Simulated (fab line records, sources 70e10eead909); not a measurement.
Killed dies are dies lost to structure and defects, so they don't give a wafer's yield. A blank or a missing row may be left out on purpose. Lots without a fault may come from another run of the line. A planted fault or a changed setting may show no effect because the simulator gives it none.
fab line records | flow nand_harc
record lots=14 wafers=42 last_day=24
route steps=1159 shown A_M0@1008
lots that met no fault: from a run of the same line without faults
start_h: hours from the record's first day to the start of the lot's first wafer shown | wait_h: hours since the lot's step before | " the same as in the row above | L1.1+2: a row that stands for several wafers | - no value, or no start given | * or withheld: withheld | < > ~ a bound
route shown NAME@n: a module of which the file shows steps, and the number in the route of the first | usual: mean/standard deviation of fault-free wafers | same: alike in all rows | chamber/n: place in a boat | sites: the reading at each site | _std_site: their standard deviation | _edge_site: outer sites' mean less inner sites' | radius_mm: how far each site lies from the wafer's centre | mask NAME#n: copy n | behind: the tool/chamber that last shaped the wafer | hold: why the lot was held/for how many hours/how that ended | device: the transistor (n, p or np) that didn't switch | end of line: the same wafers' tests at the end of the route | a step without rows: its recipe alone | killed: dies lost to structure and defects at the first sort, not the wafer's yield | map: a wafer's dies, x killed, . not, _ none there
set.NAME: the setting as run; set.NAME@STEP: as run at that earlier step | model.NAME: the simulator's own value behind a step, which no gauge read
steps of the route over a sample of lots; a table a step, a row a wafer
services: from which hour (start_h, from the record's first day; less than 0 if before it) a tool's chamber was out of use, for how many hours, and why
## steps
# step NHARC_A_M0_ETCH_34
# recipe target_depth_a=400 overetch_a=120 time_s=43.94 ion_energy_ev=200 n2_flow_sccm=150 h2_flow_sccm=150 ar_flow_sccm=0 rf_w=400 bias_w=150 chemistry=N2/H2
# usual drypump_motor_current_A=5.7/0.31 oes_product_au=0.996/0.01 rf_vpp_V=431.6/2.5 showerhead_plenum_p_Torr=2.09/0.09 throttle_valve_pct=14.171/0.0094
# columns lot.wafer tool chamber start_h wait_h drypump_motor_current_A oes_product_au rf_hours_counter_h rf_vpp_V showerhead_plenum_p_Torr throttle_valve_pct
L784.1 rie_diel-10 1 405.86 0.1 5.9 0.999 3 432.3 2.18 14.173
L784.2 " 2 " " 6.3 0.996 3 432.8 2.19 14.168
L784.6 " 0 " " 5.6 1.012 - 428.6 1.95 14.171
L787.4 rie_diel-02 2 414.89 0.1 5.9 1.001 5 432.3 2.11 14.163
L787.2 " 3 " " 5.7 0.997 5 431.2 2.03 14.180
L787.5 " 2 " " 5.9 1.013 - 432.5 2.11 14.179
L788.2 rie_diel-07 3 423.17 0.1 5.4 0.995 0 427.6 1.93 14.171
L788.6 " 3 " " 5.4 0.995 - 426.9 1.93 14.167
L788.5 " 0 " " 5.8 1.006 - 431.1 2.07 14.166
L789.4 rie_diel-07 2 432.64 0.1 5.4 0.996 1 435.1 2.20 14.163
L789.3 " 0 " " 5.8 1.011 0 430.9 2.07 14.186
L789.5 " 2 " " 5.4 0.996 - 436.4 2.20 14.168
L797.2 rie_diel-07 2 478.19 0.1 5.4 1.000 5 434.2 2.20 14.167
L797.1 " 3 " " 5.4 1.004 4 426.4 1.93 14.178
L797.3 " 1 " " 5.2 0.988 5 434.9 2.19 14.172
L796.2 rie_diel-07 1 478.82 0.1 5.2 0.992 5 434.2 2.19 14.178
L796.4 " 2 " " 5.4 0.986 5 436.7 2.20 14.164
L796.5 " 0 " " 5.8 0.994 - 430.3 2.07 14.171
L799.4 rie_diel-02 2 501.03 0.1 5.9 1.003 10 431.3 2.11 14.156
L799.3 " 3 " " 5.7 0.987 10 430.7 2.03 14.177
L799.6 " 2 " " 5.9 0.992 - 432.8 2.11 14.162
L800.4 rie_diel-07 0 512.58 0.1 5.8 1.000 6 431.4 2.06 14.193
L800.2 " 1 " " 5.2 0.980 7 433.7 2.19 14.165
L800.6 " 0 " " 5.8 0.993 - 431.9 2.06 14.172
L801.2 rie_diel-07 1 513.79 0.1 5.2 0.990 7 434.0 2.19 14.177
L801.1 " 2 " " 5.4 0.991 7 434.2 2.20 14.186
L801.5 " 0 " " 5.8 0.989 - 430.4 2.06 14.174
L802.4 rie_diel-10 1 517.68 0.1 5.9 1.005 11 432.4 2.17 14.156
L802.1 " 2 " " 6.4 0.984 11 433.3 2.19 14.149
L802.3 " 3 " " 5.2 0.984 10 433.1 2.12 14.174
L803.2 rie_diel-10 3 524.48 0.1 5.2 0.995 10 433.1 2.12 14.179
L803.4 " 0 " " 5.6 0.995 12 427.3 1.94 14.171
L803.5 " 0 " " 5.7 1.000 - 428.0 1.94 14.176
L805.2 rie_diel-02 0 527.87 0.1 6.2 1.003 1 431.0 2.12 14.169
L805.5 " 1 " " 5.6 0.995 - 431.0 2.07 14.170
L805.6 " 2 " " 5.9 0.993 - 432.3 2.11 14.170
L806.1 rie_diel-02 2 538.89 0.1 5.9 0.994 2 433.2 2.11 14.163
L806.3 " 3 " " 5.7 0.972 2 430.6 2.02 14.173
L806.5 " 3 " " 5.7 0.974 - 429.4 2.02 14.168
L807.1 rie_diel-02 1 539.57 0.1 5.7 1.013 2 432.0 2.07 14.183
L807.2 " 2 " " 5.9 0.992 2 432.5 2.11 14.193
L807.5 " 0 " " 6.2 1.007 - 432.3 2.12 14.178
# step NHARC_A_M0_PVD_21
# recipe target_thk_a=300 chamber_pressure_pa=5 power_w=5000 substrate_temp_c=30 time_s=20.49 material=Cu
# usual cathode_dc_power_W=4999.8/0.93 chamber_pressure_pa=4.999/0.01 throttle_valve_pct=30.3/1.3
# columns lot.wafer tool chamber start_h wait_h cathode_dc_power_W chamber_pressure_pa throttle_valve_pct
L784.2 pvd_sputter-02 - 406.96 - 5000.2 5.001 31.4
L784.1 " - " " 5001.0 5.000 26.7
L784.6 " - " " 5000.2 5.007 29.8
L787.4 pvd_sputter-03 - 415.95 - 5001.8 4.992 31.3
L787.2 " - " " 5000.4 4.994 29.2
L787.5 " - " " 4999.5 5.000 29.2
L788.2 pvd_sputter-02 - 424.22 - 4999.6 5.005 29.5
L788.5 " - " " 5000.4 4.998 29.8
L788.6 " - " " 5002.1 4.984 30.3
L789.4 pvd_sputter-02 - 433.84 - 4999.4 5.007 26.9
L789.3 " - " " 4999.9 5.010 31.5
L789.5 " - " " 5001.1 4.996 30.4
L797.3 pvd_sputter-02 - 479.29 - - - -
L797.1 " - " " - - -
L797.2 " - " " - - -
L796.4 pvd_sputter-02 - 479.98 - - - -
L796.2 " - " " - - -
L796.5 " - " " - - -
L799.3 pvd_sputter-03 - 502.21 - 5000.4 5.004 30.1
L799.4 " - " " 5000.3 4.987 30.8
L799.6 " - " " 5000.9 5.004 30.2
L800.2 pvd_sputter-02 - 513.66 - 5000.8 5.001 26.5
L800.4 " - " " 4999.3 4.998 29.8
L800.6 " - " " 5000.4 5.000 30.4
L801.2 pvd_sputter-03 - 514.84 - 4998.0 5.011 31.2
L801.1 " - " " 5002.1 5.001 30.7
L801.5 " - " " 5000.2 4.999 29.3
L802.3 pvd_sputter-03 - 518.73 - 4998.0 4.986 30.2
L802.4 " - " " 4999.6 4.998 30.6
L802.1 " - " " 4999.8 5.023 29.1
L803.2 pvd_sputter-01 - 525.54 - 5000.3 4.982 31.8
L803.4 " - " " 5001.8 5.017 30.7
L803.5 " - " " 4998.4 4.984 31.8
L805.2 pvd_sputter-01 - 528.95 - 5000.5 5.000 31.0
L805.6 " - " " 5000.6 4.993 32.9
L805.5 " - " " 5000.8 5.006 29.8
L806.1 pvd_sputter-03 - 540.00 - 5000.1 4.988 29.2
L806.3 " - " " 5001.6 4.992 30.2
L806.5 " - " " 4999.6 5.002 30.7
L807.2 pvd_sputter-02 - 540.63 - 4999.0 4.998 26.7
L807.1 " - " " 4998.4 5.005 30.1
L807.5 " - " " 4998.5 5.006 26.9
# step NHARC_A_M0_INSPECT_27
# usual raw_defect_count=445/130
# columns lot.wafer tool chamber start_h wait_h raw_defect_count
L784.1 defect_inspect-01 - 408.29 0.0 619
L784.2 " - " " 368
L784.6 " - " " 661
L787.2 defect_inspect-01 - 417.35 0.0 286
L787.4 " - " " 364
L787.5 " - " " 376
L788.2 defect_inspect-01 - 425.58 0.0 260
L788.5 " - " " 301
L788.6 " - " " 380
L789.3 defect_inspect-01 - 435.26 0.0 244
L789.4 " - " " 265
L789.5 " - " " 298
L797.1 defect_inspect-01 - 480.63 0.0 441
L797.2 " - " " 369
L797.3 " - " " 619
L796.2 defect_inspect-01 - 481.31 0.0 532
L796.4 " - " " 343
L796.5 " - " " 373
L799.3 defect_inspect-02 - 503.73 0.0 314
L799.4 " - " " 589
L799.6 " - " " 340
L800.2 defect_inspect-02 - 515.00 0.0 469
L800.4 " - " " 451
L800.6 " - " " 370
L801.1 defect_inspect-02 - 516.20 0.0 326
L801.2 " - " " 449
L801.5 " - " " 550
L802.1 defect_inspect-01 - 520.06 0.0 397
L802.3 " - " " 660
L802.4 " - " " 527
L803.2 defect_inspect-01 - 526.89 0.0 490
L803.4 " - " " 698
L803.5 " - " " 468
L805.2 defect_inspect-02 - 530.24 0.0 491
L805.5 " - " " 771
L805.6 " - " " 519
L806.1 defect_inspect-02 - 541.31 0.0 468
L806.3 " - " " 500
L806.5 " - " " 591
L807.1 defect_inspect-02 - 541.96 0.0 387
L807.2 " - " " 479
L807.5 " - " " 534
# step NHARC_A_M0_DEP_32
# recipe target_thk_a=300 temp_c=370 target_thk_nm=30 pressure_torr=3 flow_sccm=200 rf_w=450 material=SiCN
# usual heater_power_w=575/110
# columns lot.wafer tool chamber start_h wait_h heater_power_w
L784.2 pecvd-02 1 408.59 0.1 648
L784.1 " 2 " " 561
L784.6 " 0 " " 519
L787.2 pecvd-04 0 417.58 0.1 553
L787.5 " 1 " " 791
L787.4 " 2 " " 429
L788.2 pecvd-04 1 425.72 0.1 712
L788.6 " 2 " " 418
L788.5 " 0 " " 605
L789.3 pecvd-04 0 435.55 0.1 571
L789.5 " 1 " " 801
L789.4 " 2 " " 354
L797.1 pecvd-02 2 480.78 0.1 551
L797.3 " 0 " " 442
L797.2 " 1 " " 572
L796.2 pecvd-01 0 481.54 0.1 577
L796.4 " 2 " " 496
L796.5 " 0 " " 571
L799.3 pecvd-04 0 503.97 0.1 599
L799.4 " 1 " " 764
L799.6 " 0 " " 609
L800.2 pecvd-04 2 515.66 0.1 425
L800.4 " 1 " " 754
L800.6 " 2 " " 426
L801.2 pecvd-04 1 517.04 0.1 678
L801.1 " 0 " " 574
L801.5 " 2 " " 414
L802.1 pecvd-01 2 520.52 0.1 580
L802.3 " 1 " " 627
L802.4 " 2 " " 563
L803.2 pecvd-01 2 527.13 0.1 553
L803.4 " 0 " " 624
L803.5 " 2 " " 534
L805.2 pecvd-01 1 530.43 0.1 571
L805.6 " 1 " " 567
L805.5 " 2 " " 544
L806.3 pecvd-02 0 541.49 0.1 481
L806.1 " 1 " " 707
L806.5 " 2 " " 553
L807.2 pecvd-02 0 542.10 0.1 451
L807.1 " 1 " " 733
L807.5 " 0 " " 432
## services
# columns tool chamber start_h hours kind
rie_diel-07 - 390.12 0.7 repair
pvd_sputter-02 - 392.00 10.0 pm
rie_diel-07 - 405.20 9.0 pm
pecvd-01 - 418.18 13.0 pm
pvd_sputter-03 - 431.98 2.8 repair
pvd_sputter-01 - 432.26 2.1 repair
rie_diel-02 - 442.66 0.3 repair
rie_diel-10 3 450.96 8.2 repair
pvd_sputter-01 - 453.29 1.1 repair
rie_diel-02 1 453.80 2.2 repair
pvd_sputter-03 - 458.00 10.0 pm
rie_diel-10 1 477.99 6.5 repair
pvd_sputter-03 - 489.02 4.4 repair
rie_diel-02 - 504.70 9.0 pm
pvd_sputter-01 - 507.57 6.3 repair
pecvd-01 0 513.66 10.5 repair
pvd_sputter-01 - 514.07 10.0 pm
pecvd-02 - 515.78 13.0 pm
rie_diel-10 2 526.71 3.1 repair
rie_diel-02 - 526.79 0.5 repair
rie_diel-10 - 530.50 9.0 pm
pecvd-02 1 530.97 3.9 repair
rie_diel-07 1 531.50 4.5 repair
pvd_sputter-01 - 539.15 4.2 repair
## key
first_sign step=NHARC_A_M0_PVD_21 reading=tool_record direction=missing
effect none on later readings
met_at NHARC_A_M0_PVD_21
struck_lots L796,L797
later_rows_left_out L796.2,L796.4,L796.5,L797.1,L797.2,L797.3
sort_left_out L796.2,L796.4,L796.5,L797.1,L797.2,L797.3
not_acting_at NHARC_A_M0_ETCH_34,NHARC_A_M0_INSPECT_27,NHARC_A_M0_DEP_32
onset_between 433.84 479.29
fault kind=skipped_step_whole tool=pvd_sputter-02 chamber=- onset_h=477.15 steps=NHARC_A_M0_PVD_21 scope=struck_lots_only
# sort_left_out: the simulated sort isn't trusted on such a fault, so these wafers' sort isn't shown, and their yield isn't known
# later_rows_left_out: the simulator's readings of these wafers behind a module that went badly wrong aren't trusted and aren't shown, but for the sort
